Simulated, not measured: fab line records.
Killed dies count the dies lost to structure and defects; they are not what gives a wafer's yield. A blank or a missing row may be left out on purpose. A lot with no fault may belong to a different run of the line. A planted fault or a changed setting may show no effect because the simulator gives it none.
fab line records :: flow nandHarc
record:
  lots: 6
  wafers: 18
  lastDay: 33
route steps=1302 shown A_SOURCE_PLATE@420 A_ONON_D1@424 END@1302
lots that met no fault: taken from a fault-free run of the same line
startH: hours from the record's opening day to when the first of the lot's shown wafers began :: waitH: how many hours have passed since the lot's step before this one :: " unchanged from the row above :: L1.1+2: a single row standing in for several wafers :: - either no value or no given start :: * or withheld: withheld :: < > ~ a bound
route shown NAME@n: names a module that has steps shown in the file, with the first one's number in the route :: usual: mean/standard deviation taken from wafers without a fault :: same: alike in all rows :: chamber/n: place in a boat :: sites: each site's reading :: _std_site: the standard deviation of these :: _edge_site: inner sites' mean taken away from outer sites' mean :: radiusMm: for every site, how far away it sits from the centre of the wafer :: mask NAME#n: copy n :: behind: the most recent tool/chamber to have shaped the wafer :: hold: cause of the lot's hold/its duration in hours/its outcome :: device: the n, p or np transistor that did not switch :: end of line: the route-end tests of the same wafers :: a step with no rows: only its recipe :: killed: not the wafer's yield, but the dies lost to structure and defects at the first sort :: map: the dies of a wafer, with x for killed, . for not killed, _ for no die there
set.NAME: the setting the step ran with; set.NAME@STEP: the setting that earlier step ran with :: model.NAME: the simulator's own value behind a step, which no gauge read
a table for each step, a row for each wafer; lots at some steps of the route
services: the hour from which a tool's chamber was out of use, counted from the record's first day as startH (under 0 if before that day), plus the number of hours and why
== steps ==
step: NHARC_A_SOURCE_PLATE_THK_MEAS_06
recipe:
  thkMeasGauge: ellipsometry
usual:
  thkNm: 200.6/2.3
lot.wafer: L888.1
tool: filmMetro-01
chamber: -
startH: 228.45
waitH: 0.4
thkNm: 198.8

lot.wafer: L888.2
tool: filmMetro-01
chamber: -
startH: 228.45
waitH: 0.4
thkNm: 199.6

lot.wafer: L888.5
tool: filmMetro-01
chamber: -
startH: 228.45
waitH: 0.4
thkNm: 200.6

lot.wafer: L896.2
tool: filmMetro-01
chamber: -
startH: 302.21
waitH: 0.4
thkNm: 199.7

lot.wafer: L896.5
tool: filmMetro-01
chamber: -
startH: 302.21
waitH: 0.4
thkNm: 199.3

lot.wafer: L896.6
tool: filmMetro-01
chamber: -
startH: 302.21
waitH: 0.4
thkNm: 199.3

lot.wafer: L900.3
tool: filmMetro-01
chamber: -
startH: 353.70
waitH: 0.4
thkNm: 198.1

lot.wafer: L900.4
tool: filmMetro-01
chamber: -
startH: 353.70
waitH: 0.4
thkNm: 197.0

lot.wafer: L900.6
tool: filmMetro-01
chamber: -
startH: 353.70
waitH: 0.4
thkNm: 198.7

lot.wafer: L902.3
tool: filmMetro-02
chamber: -
startH: 359.27
waitH: 0.4
thkNm: 198.7

lot.wafer: L902.4
tool: filmMetro-02
chamber: -
startH: 359.27
waitH: 0.4
thkNm: 199.4

lot.wafer: L902.6
tool: filmMetro-02
chamber: -
startH: 359.27
waitH: 0.4
thkNm: 200.1

lot.wafer: L901.2
tool: filmMetro-02
chamber: -
startH: 359.28
waitH: 0.4
thkNm: 199.9

lot.wafer: L901.3
tool: filmMetro-02
chamber: -
startH: 359.28
waitH: 0.4
thkNm: 202.4

lot.wafer: L901.5
tool: filmMetro-02
chamber: -
startH: 359.28
waitH: 0.4
thkNm: 201.1

lot.wafer: L904.1
tool: filmMetro-01
chamber: -
startH: 378.82
waitH: 0.4
thkNm: 199.7

lot.wafer: L904.5
tool: filmMetro-01
chamber: -
startH: 378.82
waitH: 0.4
thkNm: 203.0

lot.wafer: L904.6
tool: filmMetro-01
chamber: -
startH: 378.82
waitH: 0.4
thkNm: 201.2
step: NHARC_A_SOURCE_PLATE_INSPECT_08
usual:
  rawDefectCount: 56/24
lot.wafer: L888.1
tool: defectInspect-02
chamber: -
startH: 228.52
waitH: 0.0
rawDefectCount: 59

lot.wafer: L888.2
tool: defectInspect-02
chamber: -
startH: 228.52
waitH: 0.0
rawDefectCount: 63

lot.wafer: L888.5
tool: defectInspect-02
chamber: -
startH: 228.52
waitH: 0.0
rawDefectCount: 31

lot.wafer: L896.2
tool: defectInspect-02
chamber: -
startH: 302.28
waitH: 0.0
rawDefectCount: 37

lot.wafer: L896.5
tool: defectInspect-02
chamber: -
startH: 302.28
waitH: 0.0
rawDefectCount: 74

lot.wafer: L896.6
tool: defectInspect-02
chamber: -
startH: 302.28
waitH: 0.0
rawDefectCount: 40

lot.wafer: L900.3
tool: defectInspect-02
chamber: -
startH: 353.77
waitH: 0.0
rawDefectCount: 40

lot.wafer: L900.4
tool: defectInspect-02
chamber: -
startH: 353.77
waitH: 0.0
rawDefectCount: 51

lot.wafer: L900.6
tool: defectInspect-02
chamber: -
startH: 353.77
waitH: 0.0
rawDefectCount: 67

lot.wafer: L901.2
tool: defectInspect-02
chamber: -
startH: 359.34
waitH: 0.0
rawDefectCount: 51

lot.wafer: L901.3
tool: defectInspect-02
chamber: -
startH: 359.34
waitH: 0.0
rawDefectCount: 60

lot.wafer: L901.5
tool: defectInspect-02
chamber: -
startH: 359.34
waitH: 0.0
rawDefectCount: 54

lot.wafer: L902.3
tool: defectInspect-01
chamber: -
startH: 359.38
waitH: 0.0
rawDefectCount: 77

lot.wafer: L902.4
tool: defectInspect-01
chamber: -
startH: 359.38
waitH: 0.0
rawDefectCount: 63

lot.wafer: L902.6
tool: defectInspect-01
chamber: -
startH: 359.38
waitH: 0.0
rawDefectCount: 86

lot.wafer: L904.1
tool: defectInspect-02
chamber: -
startH: 378.89
waitH: 0.0
rawDefectCount: 46

lot.wafer: L904.5
tool: defectInspect-02
chamber: -
startH: 378.89
waitH: 0.0
rawDefectCount: 30

lot.wafer: L904.6
tool: defectInspect-02
chamber: -
startH: 378.89
waitH: 0.0
rawDefectCount: 42
step: NHARC_A_ONON_D1_DEP_00
recipe:
  targetThkA: 10000
  n2FlowSccm: 2750
  n2oFlowSccm: 2000
  nh3FlowSccm: 500
  sih4FlowSccm: 210
  tempC: 400
step: NHARC_A_ONON_D1_THK_MEAS_02
recipe:
  thkMeasGauge: ellipsometry
usual:
  thkNm: 1000/8.4
lot.wafer: L888.1
tool: filmMetro-02
chamber: -
startH: 229.12
waitH: -
thkNm: 992

lot.wafer: L888.2
tool: filmMetro-02
chamber: -
startH: 229.12
waitH: -
thkNm: 993

lot.wafer: L888.5
tool: filmMetro-02
chamber: -
startH: 229.12
waitH: -
thkNm: 994

lot.wafer: L896.2
tool: filmMetro-02
chamber: -
startH: 302.85
waitH: -
thkNm: 1003

lot.wafer: L896.5
tool: filmMetro-02
chamber: -
startH: 302.85
waitH: -
thkNm: 1002

lot.wafer: L896.6
tool: filmMetro-02
chamber: -
startH: 302.85
waitH: -
thkNm: 1003

lot.wafer: L900.3
tool: filmMetro-02
chamber: -
startH: 354.34
waitH: -
thkNm: 1002

lot.wafer: L900.4
tool: filmMetro-02
chamber: -
startH: 354.34
waitH: -
thkNm: 999

lot.wafer: L900.6
tool: filmMetro-02
chamber: -
startH: 354.34
waitH: -
thkNm: 1001

lot.wafer: L901.2
tool: filmMetro-02
chamber: -
startH: 359.91
waitH: -
thkNm: 1001

lot.wafer: L901.3
tool: filmMetro-02
chamber: -
startH: 359.91
waitH: -
thkNm: 1002

lot.wafer: L901.5
tool: filmMetro-02
chamber: -
startH: 359.91
waitH: -
thkNm: 1001

lot.wafer: L902.3
tool: filmMetro-01
chamber: -
startH: 359.96
waitH: -
thkNm: 1001

lot.wafer: L902.4
tool: filmMetro-01
chamber: -
startH: 359.96
waitH: -
thkNm: 1001

lot.wafer: L902.6
tool: filmMetro-01
chamber: -
startH: 359.96
waitH: -
thkNm: 1001

lot.wafer: L904.1
tool: filmMetro-01
chamber: -
startH: 379.46
waitH: -
thkNm: 998

lot.wafer: L904.5
tool: filmMetro-01
chamber: -
startH: 379.46
waitH: -
thkNm: 1000

lot.wafer: L904.6
tool: filmMetro-01
chamber: -
startH: 379.46
waitH: -
thkNm: 999
step: NHARC_A_ONON_D1_DEP_03
recipe:
  targetThkA: 10000
  n2FlowSccm: 2750
  n2oFlowSccm: 2000
  nh3FlowSccm: 500
  sih4FlowSccm: 210
  tempC: 400
step: NHARC_A_ONON_D1_THK_MEAS_05
recipe:
  thkMeasGauge: ellipsometry
usual:
  thkNm: 1002/10
lot.wafer: L888.1
tool: filmMetro-02
chamber: -
startH: 229.79
waitH: -
thkNm: 992

lot.wafer: L888.2
tool: filmMetro-02
chamber: -
startH: 229.79
waitH: -
thkNm: 992

lot.wafer: L888.5
tool: filmMetro-02
chamber: -
startH: 229.79
waitH: -
thkNm: 993

lot.wafer: L896.2
tool: filmMetro-02
chamber: -
startH: 303.42
waitH: -
thkNm: 998

lot.wafer: L896.5
tool: filmMetro-02
chamber: -
startH: 303.42
waitH: -
thkNm: 999

lot.wafer: L896.6
tool: filmMetro-02
chamber: -
startH: 303.42
waitH: -
thkNm: 997

lot.wafer: L900.3
tool: filmMetro-02
chamber: -
startH: 354.91
waitH: -
thkNm: 997

lot.wafer: L900.4
tool: filmMetro-02
chamber: -
startH: 354.91
waitH: -
thkNm: 994

lot.wafer: L900.6
tool: filmMetro-02
chamber: -
startH: 354.91
waitH: -
thkNm: 996

lot.wafer: L901.2
tool: filmMetro-02
chamber: -
startH: 360.48
waitH: -
thkNm: 1028

lot.wafer: L901.3
tool: filmMetro-02
chamber: -
startH: 360.48
waitH: -
thkNm: 1025

lot.wafer: L901.5
tool: filmMetro-02
chamber: -
startH: 360.48
waitH: -
thkNm: 1025

lot.wafer: L902.3
tool: filmMetro-02
chamber: -
startH: 360.53
waitH: -
thkNm: 981

lot.wafer: L902.4
tool: filmMetro-02
chamber: -
startH: 360.53
waitH: -
thkNm: 981

lot.wafer: L902.6
tool: filmMetro-02
chamber: -
startH: 360.53
waitH: -
thkNm: 980

lot.wafer: L904.1
tool: filmMetro-01
chamber: -
startH: 380.03
waitH: -
thkNm: 998

lot.wafer: L904.5
tool: filmMetro-01
chamber: -
startH: 380.03
waitH: -
thkNm: 999

lot.wafer: L904.6
tool: filmMetro-01
chamber: -
startH: 380.03
waitH: -
thkNm: 998
step: NHARC_A_ONON_D1_DEP_06
recipe:
  targetThkA: 10000
  n2FlowSccm: 2750
  n2oFlowSccm: 2000
  nh3FlowSccm: 500
  sih4FlowSccm: 210
  tempC: 400
step: NHARC_A_ONON_D1_THK_MEAS_08
recipe:
  thkMeasGauge: ellipsometry
usual:
  thkNm: 997/11
lot.wafer: L888.1
tool: filmMetro-01
chamber: -
startH: 230.57
waitH: -
thkNm: 974

lot.wafer: L888.2
tool: filmMetro-01
chamber: -
startH: 230.57
waitH: -
thkNm: 973

lot.wafer: L888.5
tool: filmMetro-01
chamber: -
startH: 230.57
waitH: -
thkNm: 973

lot.wafer: L896.2
tool: filmMetro-02
chamber: -
startH: 303.98
waitH: -
thkNm: 1005

lot.wafer: L896.5
tool: filmMetro-02
chamber: -
startH: 303.98
waitH: -
thkNm: 1005

lot.wafer: L896.6
tool: filmMetro-02
chamber: -
startH: 303.98
waitH: -
thkNm: 1005

lot.wafer: L900.3
tool: filmMetro-02
chamber: -
startH: 355.47
waitH: -
thkNm: 1008

lot.wafer: L900.4
tool: filmMetro-02
chamber: -
startH: 355.47
waitH: -
thkNm: 1008

lot.wafer: L900.6
tool: filmMetro-02
chamber: -
startH: 355.47
waitH: -
thkNm: 1007

lot.wafer: L901.2
tool: filmMetro-01
chamber: -
startH: 361.05
waitH: -
thkNm: 995

lot.wafer: L901.3
tool: filmMetro-01
chamber: -
startH: 361.05
waitH: -
thkNm: 994

lot.wafer: L901.5
tool: filmMetro-01
chamber: -
startH: 361.05
waitH: -
thkNm: 995

lot.wafer: L902.3
tool: filmMetro-02
chamber: -
startH: 361.10
waitH: -
thkNm: 992

lot.wafer: L902.4
tool: filmMetro-02
chamber: -
startH: 361.10
waitH: -
thkNm: 992

lot.wafer: L902.6
tool: filmMetro-02
chamber: -
startH: 361.10
waitH: -
thkNm: 993

lot.wafer: L904.1
tool: filmMetro-01
chamber: -
startH: 380.60
waitH: -
thkNm: 1011

lot.wafer: L904.5
tool: filmMetro-01
chamber: -
startH: 380.60
waitH: -
thkNm: 1013

lot.wafer: L904.6
tool: filmMetro-01
chamber: -
startH: 380.60
waitH: -
thkNm: 1011
step: NHARC_A_ONON_D1_DEP_09
recipe:
  targetThkA: 10000
  n2FlowSccm: 2750
  n2oFlowSccm: 2000
  nh3FlowSccm: 500
  sih4FlowSccm: 210
  tempC: 400
step: NHARC_A_ONON_D1_THK_MEAS_11
recipe:
  thkMeasGauge: ellipsometry
usual:
  thkNm: 1000/7.6
lot.wafer: L888.1
tool: filmMetro-01
chamber: -
startH: 231.20
waitH: -
thkNm: 997

lot.wafer: L888.2
tool: filmMetro-01
chamber: -
startH: 231.20
waitH: -
thkNm: 997

lot.wafer: L888.5
tool: filmMetro-01
chamber: -
startH: 231.20
waitH: -
thkNm: 998

lot.wafer: L896.2
tool: filmMetro-01
chamber: -
startH: 304.55
waitH: -
thkNm: 1013

lot.wafer: L896.5
tool: filmMetro-01
chamber: -
startH: 304.55
waitH: -
thkNm: 1012

lot.wafer: L896.6
tool: filmMetro-01
chamber: -
startH: 304.55
waitH: -
thkNm: 1012

lot.wafer: L900.3
tool: filmMetro-02
chamber: -
startH: 356.03
waitH: -
thkNm: 988

lot.wafer: L900.4
tool: filmMetro-02
chamber: -
startH: 356.03
waitH: -
thkNm: 988

lot.wafer: L900.6
tool: filmMetro-02
chamber: -
startH: 356.03
waitH: -
thkNm: 989

lot.wafer: L901.2
tool: filmMetro-02
chamber: -
startH: 361.62
waitH: -
thkNm: 994

lot.wafer: L901.3
tool: filmMetro-02
chamber: -
startH: 361.62
waitH: -
thkNm: 993

lot.wafer: L901.5
tool: filmMetro-02
chamber: -
startH: 361.62
waitH: -
thkNm: 991

lot.wafer: L902.3
tool: filmMetro-01
chamber: -
startH: 361.67
waitH: -
thkNm: 996

lot.wafer: L902.4
tool: filmMetro-01
chamber: -
startH: 361.67
waitH: -
thkNm: 995

lot.wafer: L902.6
tool: filmMetro-01
chamber: -
startH: 361.67
waitH: -
thkNm: 996

lot.wafer: L904.1
tool: filmMetro-01
chamber: -
startH: 381.17
waitH: -
thkNm: 994

lot.wafer: L904.5
tool: filmMetro-01
chamber: -
startH: 381.17
waitH: -
thkNm: 992

lot.wafer: L904.6
tool: filmMetro-01
chamber: -
startH: 381.17
waitH: -
thkNm: 993
step: NHARC_A_ONON_D1_DEP_12
recipe:
  targetThkA: 10000
  n2FlowSccm: 2750
  n2oFlowSccm: 2000
  nh3FlowSccm: 500
  sih4FlowSccm: 210
  tempC: 400
usual:
  sih4FlowSccm: 209.9/0.6
lot.wafer: L888.1
tool: pecvdOnon-02
chamber: 0
startH: 231.25
waitH: 0.1
sih4FlowSccm: 210.6

lot.wafer: L888.2
tool: pecvdOnon-02
chamber: 0
startH: 231.25
waitH: 0.1
sih4FlowSccm: 210.2

lot.wafer: L888.5
tool: pecvdOnon-02
chamber: 0
startH: 231.25
waitH: 0.1
sih4FlowSccm: 210.3

lot.wafer: L896.2
tool: pecvdOnon-04
chamber: 0
startH: 304.66
waitH: 0.1
sih4FlowSccm: 209.4

lot.wafer: L896.5
tool: pecvdOnon-04
chamber: 0
startH: 304.66
waitH: 0.1
sih4FlowSccm: 209.4

lot.wafer: L896.6
tool: pecvdOnon-04
chamber: 0
startH: 304.66
waitH: 0.1
sih4FlowSccm: 209.7

lot.wafer: L900.3
tool: pecvdOnon-04
chamber: 0
startH: 356.21
waitH: 0.2
sih4FlowSccm: 208.9

lot.wafer: L900.4
tool: pecvdOnon-04
chamber: 0
startH: 356.21
waitH: 0.2
sih4FlowSccm: 210.4

lot.wafer: L900.6
tool: pecvdOnon-04
chamber: 0
startH: 356.21
waitH: 0.2
sih4FlowSccm: 210.0

lot.wafer: L901.2
tool: pecvdOnon-04
chamber: 0
startH: 361.74
waitH: 0.1
sih4FlowSccm: 210.0

lot.wafer: L901.3
tool: pecvdOnon-04
chamber: 0
startH: 361.74
waitH: 0.1
sih4FlowSccm: 208.9

lot.wafer: L901.5
tool: pecvdOnon-04
chamber: 0
startH: 361.74
waitH: 0.1
sih4FlowSccm: 209.3

lot.wafer: L902.3
tool: pecvdOnon-03
chamber: 0
startH: 361.84
waitH: 0.2
sih4FlowSccm: 209.9

lot.wafer: L902.4
tool: pecvdOnon-03
chamber: 0
startH: 361.84
waitH: 0.2
sih4FlowSccm: 209.5

lot.wafer: L902.6
tool: pecvdOnon-03
chamber: 0
startH: 361.84
waitH: 0.2
sih4FlowSccm: 209.9

lot.wafer: L904.1
tool: pecvdOnon-02
chamber: 0
startH: 381.23
waitH: 0.1
sih4FlowSccm: 209.7

lot.wafer: L904.5
tool: pecvdOnon-02
chamber: 0
startH: 381.23
waitH: 0.1
sih4FlowSccm: 209.4

lot.wafer: L904.6
tool: pecvdOnon-02
chamber: 0
startH: 381.23
waitH: 0.1
sih4FlowSccm: 210.2
step: NHARC_A_ONON_D1_THK_MEAS_14
recipe:
  thkMeasGauge: ellipsometry
usual:
  thkNm: 1001/13
lot.wafer: L888.1
tool: filmMetro-01
chamber: -
startH: 231.76
waitH: -
thkNm: 1024

lot.wafer: L888.2
tool: filmMetro-01
chamber: -
startH: 231.76
waitH: -
thkNm: 1022

lot.wafer: L888.5
tool: filmMetro-01
chamber: -
startH: 231.76
waitH: -
thkNm: 1021

lot.wafer: L896.2
tool: filmMetro-02
chamber: -
startH: 305.12
waitH: -
thkNm: 1000

lot.wafer: L896.5
tool: filmMetro-02
chamber: -
startH: 305.12
waitH: -
thkNm: 1002

lot.wafer: L896.6
tool: filmMetro-02
chamber: -
startH: 305.12
waitH: -
thkNm: 999

lot.wafer: L900.3
tool: filmMetro-02
chamber: -
startH: 356.60
waitH: -
thkNm: 1015

lot.wafer: L900.4
tool: filmMetro-02
chamber: -
startH: 356.60
waitH: -
thkNm: 1015

lot.wafer: L900.6
tool: filmMetro-02
chamber: -
startH: 356.60
waitH: -
thkNm: 1440

lot.wafer: L901.2
tool: filmMetro-02
chamber: -
startH: 362.20
waitH: -
thkNm: 1411

lot.wafer: L901.3
tool: filmMetro-02
chamber: -
startH: 362.20
waitH: -
thkNm: 990

lot.wafer: L901.5
tool: filmMetro-02
chamber: -
startH: 362.20
waitH: -
thkNm: 989

lot.wafer: L902.3
tool: filmMetro-01
chamber: -
startH: 362.23
waitH: -
thkNm: 1014

lot.wafer: L902.4
tool: filmMetro-01
chamber: -
startH: 362.23
waitH: -
thkNm: 1012

lot.wafer: L902.6
tool: filmMetro-01
chamber: -
startH: 362.23
waitH: -
thkNm: 1011

lot.wafer: L904.1
tool: filmMetro-01
chamber: -
startH: 381.74
waitH: -
thkNm: 1013

lot.wafer: L904.5
tool: filmMetro-01
chamber: -
startH: 381.74
waitH: -
thkNm: 1012

lot.wafer: L904.6
tool: filmMetro-01
chamber: -
startH: 381.74
waitH: -
thkNm: 1014
step: NHARC_A_ONON_D1_ANNEAL_15
recipe:
  tempC: 750
  timeS: 3600
step: NHARC_END_SORT_01
recipe:
  tempC: 25
usual:
  killedAtArray: 47/18
  killedAtOther: 0.9/1.1
  killedAtPeriphery: 4/3.1
  killedDies: 52/18
  killedOpen: 3.1/1.5
  killedShort: 2.4/1.5
same:
  grossDies: 677
lot.wafer: L901.2
tool: prober-01
chamber: 0
startH: 750.90
waitH: 2.8
killedAtArray: 676
killedAtOther: 1
killedAtPeriphery: 0
killedDies: 677
killedOpen: 2
killedShort: 2

lot.wafer: L900.3
tool: prober-01
chamber: 0
startH: 765.47
waitH: 3.1
killedAtArray: 57
killedAtOther: 0
killedAtPeriphery: 3
killedDies: 60
killedOpen: 2
killedShort: 3

lot.wafer: L900.4
tool: prober-01
chamber: 0
startH: 766.28
waitH: 3.4
killedAtArray: 45
killedAtOther: 1
killedAtPeriphery: 4
killedDies: 50
killedOpen: 1
killedShort: 4

lot.wafer: L900.6
tool: prober-01
chamber: 0
startH: 767.88
waitH: 4.0
killedAtArray: 671
killedAtOther: 1
killedAtPeriphery: 5
killedDies: 677
killedOpen: 3
killedShort: 1
killed by level:class
L901.2 A_ONON_D1:areaDep=614 A_CHANNEL_HOLE_D2:chamberFilmFlake=18 A_CHANNEL_HOLE_D1:chamberFilmFlake=10 A_SLIT:chamberFilmFlake=8 A_STAIRCASE:chamberFilmFlake=7 A_ZERO_WELL:chamberFilmFlake=4 A_WL_FILL:chamberFilmFlake=4 A_M0:chamberFilmFlake=4
L900.3 A_SLIT:chamberFilmFlake=17 A_CHANNEL_HOLE_D2:chamberFilmFlake=12 A_CONTACT:chamberFilmFlake=9 A_CHANNEL_HOLE_D1:chamberFilmFlake=5 A_STAIRCASE:chamberFilmFlake=5 A_CHANNEL_FILL_D1:chamberFilmFlake=4 A_WL_FILL:geometricParticle:open=2 P_GATE:geometricParticle:short=1
L900.4 A_CHANNEL_HOLE_D2:chamberFilmFlake=12 A_SLIT:chamberFilmFlake=9 A_CHANNEL_HOLE_D1:chamberFilmFlake=8 A_CONTACT:chamberFilmFlake=8 P_GATE:chamberFilmFlake=2 A_STAIRCASE:chamberFilmFlake=2 P_STI:geometricParticle:open=1 A_SOURCE_PLATE:geometricParticle:short=1
L900.6 A_ONON_D1:areaDep=614 A_SLIT:chamberFilmFlake=21 A_CHANNEL_HOLE_D2:chamberFilmFlake=11 A_CHANNEL_HOLE_D1:chamberFilmFlake=10 A_CONTACT:chamberFilmFlake=6 A_STAIRCASE:chamberFilmFlake=4 P_M0:geometricParticle:open=2 P_STI:chamberFilmFlake=2
map L900.6 (x killed, . not)
____________x____________
_________xxxxxxx_________
_______xxxxxxxxxxx_______
______xxxxxxxxxxxxx______
_____xxxxxxxxxxxxxxx_____
____xxxxxxxxxxxxxxxxx____
____xxxxxxxxxxxxxxxxx____
___xxxxxxxxxxxxxxxxxxx___
___xxxxxxxxxxxxxxxxxxx___
__xxxxxxxxxxxxxxxxxxxxx__
__xxxxxxxxxxxxxxxxxxxxx__
_xxxxxxxxxxxxxxxxxxxxxxx_
_xxxxxxxxxxxxxxxxxxxxxxx_
_xxxxxxxxxxxxxxxxxxxxxxx_
_xxxxxxxxxxxxxxxxxxxxxxx_
_xxxxxxxxxxxxxxxxxxxxxxx_
xxxxxxxxxxxxxxxxxxxxxxxxx
xxxxxxxxxxxxxxxxxxxxxxxxx
xxxxxxxxxxxxxxxxxxxxxxxxx
xxxxxxxxxxxxxxxxxxxxxxxxx
xxxxxxxxxxxxxxxxxxxxxxxxx
_xxxxxxxxxxxxxxxxxxxxxxx_
_xxxxxxxxxxxxxxxxxxxxxxx_
_xxxxxxxxxxxxxxxxxxxxxxx_
_xxxxxxxxxxxxxxxxxxxxxxx_
_xxxxxxxxxxxxxxxxxxxxxxx_
__xxxxxxxxxxxxxxxxxxxxx__
__xxxxxxxxxxxxxxxxxxxxx__
___xxxxxxxxxxxxxxxxxxx___
___xxxxxxxxxxxxxxxxxxx___
____xxxxxxxxxxxxxxxxx____
____xxxxxxxxxxxxxxxxx____
_____xxxxxxxxxxxxxxx_____
______xxxxxxxxxxxxx______
_______xxxxxxxxxxx_______
_________xxxxxxx_________
____________x____________
map L901.2 (x killed, . not)
____________x____________
_________xxxxxxx_________
_______xxxxxxxxxxx_______
______xxxxxxxxxxxxx______
_____xxxxxxxxxxxxxxx_____
____xxxxxxxxxxxxxxxxx____
____xxxxxxxxxxxxxxxxx____
___xxxxxxxxxxxxxxxxxxx___
___xxxxxxxxxxxxxxxxxxx___
__xxxxxxxxxxxxxxxxxxxxx__
__xxxxxxxxxxxxxxxxxxxxx__
_xxxxxxxxxxxxxxxxxxxxxxx_
_xxxxxxxxxxxxxxxxxxxxxxx_
_xxxxxxxxxxxxxxxxxxxxxxx_
_xxxxxxxxxxxxxxxxxxxxxxx_
_xxxxxxxxxxxxxxxxxxxxxxx_
xxxxxxxxxxxxxxxxxxxxxxxxx
xxxxxxxxxxxxxxxxxxxxxxxxx
xxxxxxxxxxxxxxxxxxxxxxxxx
xxxxxxxxxxxxxxxxxxxxxxxxx
xxxxxxxxxxxxxxxxxxxxxxxxx
_xxxxxxxxxxxxxxxxxxxxxxx_
_xxxxxxxxxxxxxxxxxxxxxxx_
_xxxxxxxxxxxxxxxxxxxxxxx_
_xxxxxxxxxxxxxxxxxxxxxxx_
_xxxxxxxxxxxxxxxxxxxxxxx_
__xxxxxxxxxxxxxxxxxxxxx__
__xxxxxxxxxxxxxxxxxxxxx__
___xxxxxxxxxxxxxxxxxxx___
___xxxxxxxxxxxxxxxxxxx___
____xxxxxxxxxxxxxxxxx____
____xxxxxxxxxxxxxxxxx____
_____xxxxxxxxxxxxxxx_____
______xxxxxxxxxxxxx______
_______xxxxxxxxxxx_______
_________xxxxxxx_________
____________x____________
== services ==
tool: pecvdOnon-03
chamber: -
startH: 227.26
hours: 13.0
kind: pm

tool: pecvdOnon-04
chamber: -
startH: 311.51
hours: 13.0
kind: pm

tool: pecvdOnon-02
chamber: -
startH: 366.06
hours: 13.0
kind: pm
== key ==
firstSign:
  step: NHARC_A_ONON_D1_THK_MEAS_14
  reading: thkNm
  direction: up
  sigmas: 34
  usual: 1001
  struck: 1426
effect:
  step: NHARC_END_SORT_01
  reading: killedAtArray
  direction: up
  sigmas: 35
  usual: 47
  struck: 674
moreKillsBornAt:
  NHARC_A_ONON_D1_DEP_12@pecvdOnon-04: 1228
metAt NHARC_A_ONON_D1_DEP_12
struckWafers L900.6,L901.2
laterRowsLeftOut L900.6,L901.2
testerLeftOut L900,L901
onsetBetween 304.66 356.21
fault:
  kind: processParameterDrift
  tool: pecvdOnon-04
  chamber: -
  onsetH: 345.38
  steps: NHARC_A_ONON_D1_DEP_12
  channel: targetThkA
  offset: *
  shape: step
  endH: 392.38
  scope: struckWafersOnly
  actsIn: *
  stated: *
testerLeftOut: of these lots the tester's yield and bins aren't shown, on N5 and GAA mostly nor the transistor test; their killed dies are dies lost to structure and defects alone, not to doping, threshold or leakage, so they don't give the yield
laterRowsLeftOut: the simulator's readings of these wafers behind a module that went badly wrong aren't trusted and aren't shown, but for the sort
